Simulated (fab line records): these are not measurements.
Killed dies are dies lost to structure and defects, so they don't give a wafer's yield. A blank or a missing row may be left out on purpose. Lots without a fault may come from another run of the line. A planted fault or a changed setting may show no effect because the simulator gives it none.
Matching of chambers	flow n5-finfet	rie-diel-05 running N5_BEOL_M6_ETCH_72: 4 sister chambers
The step etches underlayer in N2/H2, target depth 6.5 nm, time 5.2 s. 4 wafers are shown with their chamber, then 11 later ones without.

WAFERS WITH THEIR CHAMBER
wafer	chamber	drypump-motor-current-A (A)
L082.3	0	5.8
L087.4	2	5.5
L087.5	1	5.2
L088.2	3	6.5

WAFERS WITHOUT THEIR CHAMBER
wafer	drypump-motor-current-A (A)
L088.5	6.5
L088.6	5.2
L091.1	5.8
L091.3	6.5
L091.5	5.8
L093.1	5.5
L093.4	5.2
L093.5	5.7
L097.1	5.8
L097.3	5.1
L097.5	5.7

THE CHAMBER EACH PASSED THROUGH
wafer	from the rows above	in truth
L088.5	3	3
L088.6	1	1
L091.1	0	0
L091.3	3	3
L091.5	0	0
L093.1	2	2
L093.4	1	1
L093.5	can't be placed: 0 or 2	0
L097.1	0	0
L097.3	1	1
L097.5	can't be placed: 0 or 2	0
9 of 11 placed correctly. From these rows, 2 cannot be placed; in 2 the true chamber is one of the candidates. 0 placed wrongly.
How it was worked out, from the rows above alone: a wafer's distance from a chamber is the root of the sum, over the readings, of the square of ((its reading less the chamber's mean) divided by the reading's scatter). If the next closest chamber is less than 2 further off than the closest, the wafer can't be placed; otherwise it belongs to the closest. For every chamber, the mean is computed from those of its wafers that are shown. The scatter (one wafer shown for each chamber): square how far every hidden wafer sits from the nearest shown wafer, average those squares and take the square root.
